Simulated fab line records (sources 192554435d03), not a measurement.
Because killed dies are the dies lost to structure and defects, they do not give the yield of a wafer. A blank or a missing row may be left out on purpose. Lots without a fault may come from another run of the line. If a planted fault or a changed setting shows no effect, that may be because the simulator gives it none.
A struck lot beside a sound one / flow n5 finfet / 25 out of 1938 route steps
Sound: these wafers, L413.1, L413.2, L413.4. Wafers struck: L419.4, L419.5, L419.6. The cause is given at the end.
At each step with rows: each side's tool, then ch and its chambers, then its first start. Under that, the readings that differ: sound wafers / struck wafers / difference of the means / sigmas: that difference in standard deviations of wafers without a fault.
alike: readings with means less than 2 such deviations apart, plus words and numbers identical on both sides. not compared: withheld readings, readings lacking a value on some wafer, bounds such as >300 that could conceal the same value, and numbers that have no deviation in the record and whose values overlap.
The two part at a step that has a row with sigmas, a row that says differs or no value, or rows on one side only. Non-overlapping numbers with no deviation appear without sigmas and do not part them. Lack of a reading on every wafer of one side parts them only where that side has two or more wafers.

N5_BEOL_M8_INSPECT_13: inspects for defects (brightfield).
  sound on defect inspect-01, day 12 04:42; struck on defect inspect-02, day 13 09:48
  alike: raw defect count
then, 1 step without rows for these wafers: N5_BEOL_M8_DESCUM_16 (chemistry O2, time 7.9 s).
N5_BEOL_M8_ETCH_61: etches SiARC in CF4, target depth 45.5 nm, time 75.8 s.
  sound on rie diel-06 ch 0,3, day 12 04:46; struck on rie diel-04 ch 0,3, day 13 09:52
reading=drypump motor current A (A); sound=6.6 5.9 6.6; struck=5.6 5.4 5.6; difference=-0.8; sigmas=-2
  alike: etch rf on time s, mfc ar sccm, oes product au, rf vpp V, showerhead plenum p Torr, throttle valve pct
  not compared: rf hours counter h
then, 2 steps without rows for these wafers: N5_BEOL_M8_ETCH_62 (etches SOC in N2/H2, target depth 110 nm, overetch 22 nm, time 165 s); N5_BEOL_M8_STRIP_68 (strips in N2/H2).
N5_BEOL_M8_STRIP_67: strips in CF4.
  sound on rie diel-06 ch 0,3, day 12 04:58; struck on rie diel-04 ch 0,3, day 13 10:04
reading=drypump motor current A (A); sound=6.6 5.9 6.6; struck=5.6 5.4 5.6; difference=-0.8; sigmas=-2
  alike: oes product au, rf vpp V, showerhead plenum p Torr, throttle valve pct
  not compared: rf hours counter h
N5_BEOL_M8_HM_OPEN_17: chemistry Cl2/BCl3, target TiN, target depth 20 nm, overetch 6 nm.
  sound on rie metal-03 ch 1, day 12 05:01; struck on rie metal-03 ch 0,1, day 13 10:08
  alike: drypump motor current A, mfc ar sccm, oes product au, throttle valve pct
  not compared: rf hours counter h
then, 1 step without rows for these wafers: N5_BEOL_M8_STRIP_19 (strips in O2).
N5_BEOL_M8_CD_MEAS_18: pitch 80 nm, target cd 40 nm.
  sound on cd sem-02, day 12 05:17; struck on cd sem-02, day 13 10:17
  alike: cd nm
then, 3 steps without rows for these wafers: N5_BEOL_M8_COAT_63 (time 60 s, resist thk 60 nm); N5_BEOL_M8_COAT_64 (time 60 s, resist thk 12 nm); N5_BEOL_M8_COAT_71 (time 60 s, resist thk 5 nm).
N5_BEOL_M8_COAT_22: resist thk 30 nm.
  sound on litho track-02 ch 0, day 12 05:42; struck on litho track-02 ch 0, day 13 11:38
reading=spin speed rpm (rpm); sound=1498.9 1500.3 1499.9; struck=1237.2 1237.1 1237.0; difference=-262.6; sigmas=-99 or more
reading=model.CAR-EUV_of_BEOL_M8_COAT_22.thk nm (nm); sound=30 30 30; struck=33 33 33; difference=+3; sigmas=
  alike: dispense pressure kPa
then, 5 steps without rows for these wafers: N5_BEOL_M8_EBR_24; N5_BEOL_M8_SOFTBAKE_23 (time 60 s); N5_BEOL_M8_EXPOSE_25 (exposes mask V7, target cd 40 nm); N5_BEOL_M8_PEB_26 (peb time 60 s); N5_BEOL_M8_DEVELOP_27 (develop time 30 s).
N5_BEOL_M8_CD_MEAS_28: the cd target is 40 nm.
  sound on cd sem-01 ch 0, day 12 06:05; struck on cd sem-02 ch 0, day 13 11:54
reading=cd nm (nm); sound=39.97 40.27 40.23; struck=39.76 39.73 39.71; difference=-0.42; sigmas=-2
N5_BEOL_M8_OVL_MEAS_29:
  sound on overlay-02 ch 0, day 12 06:07; struck on overlay-02 ch 0, day 13 11:57
  alike: V7_OVL
N5_BEOL_M8_INSPECT_30: inspects for defects (brightfield).
  sound on defect inspect-01, day 12 06:11; struck on defect inspect-01, day 13 11:59
  alike: raw defect count
then, 1 step without rows for these wafers: N5_BEOL_M8_DESCUM_33 (chemistry O2, time 7 s).
N5_BEOL_M8_ETCH_72: etches underlayer in N2/H2, target depth 6.5 nm, time 5.2 s.
  sound on rie diel-05 ch 0,2,3, day 12 06:15; struck on rie diel-04 ch 2,3, day 13 12:03
  alike: drypump motor current A, etch rf on time s, oes product au, rf vpp V, showerhead plenum p Torr, throttle valve pct
  not compared: rf hours counter h
N5_BEOL_M8_ETCH_65: etches SiARC in CF4, target depth 15.6 nm, time 26 s.
  sound on rie diel-05 ch 0,2,3, day 12 06:16; struck on rie diel-04 ch 2,3, day 13 12:04
reading=model.CAR-EUV_of_BEOL_M8_COAT_22.thk nm (nm); sound=11 11.2 11; struck=14.2 14.2 14.2; difference=+3.1; sigmas=
  alike: drypump motor current A, etch rf on time s, mfc ar sccm, oes product au, rf vpp V, showerhead plenum p Torr, throttle valve pct
  not compared: rf hours counter h
N5_BEOL_M8_ETCH_66: etches SOC in N2/H2, target depth 80 nm, overetch 16 nm, time 120 s.
  sound on rie diel-05 ch 0,2,3, day 12 06:17; struck on rie diel-04 ch 2,3, day 13 12:06
  alike: drypump motor current A, oes product au, rf vpp V, showerhead plenum p Torr, throttle valve pct
  not compared: rf hours counter h

WHERE THEY PART
First at N5_BEOL_M8_ETCH_61; last, within this record, at N5_BEOL_M8_CD_MEAS_28. Later steps at which nothing parts them and some readings are alike: N5_BEOL_M8_OVL_MEAS_29, N5_BEOL_M8_INSPECT_30, N5_BEOL_M8_ETCH_72, N5_BEOL_M8_ETCH_65, N5_BEOL_M8_ETCH_66.

WHY: whatever the simulator had introduced
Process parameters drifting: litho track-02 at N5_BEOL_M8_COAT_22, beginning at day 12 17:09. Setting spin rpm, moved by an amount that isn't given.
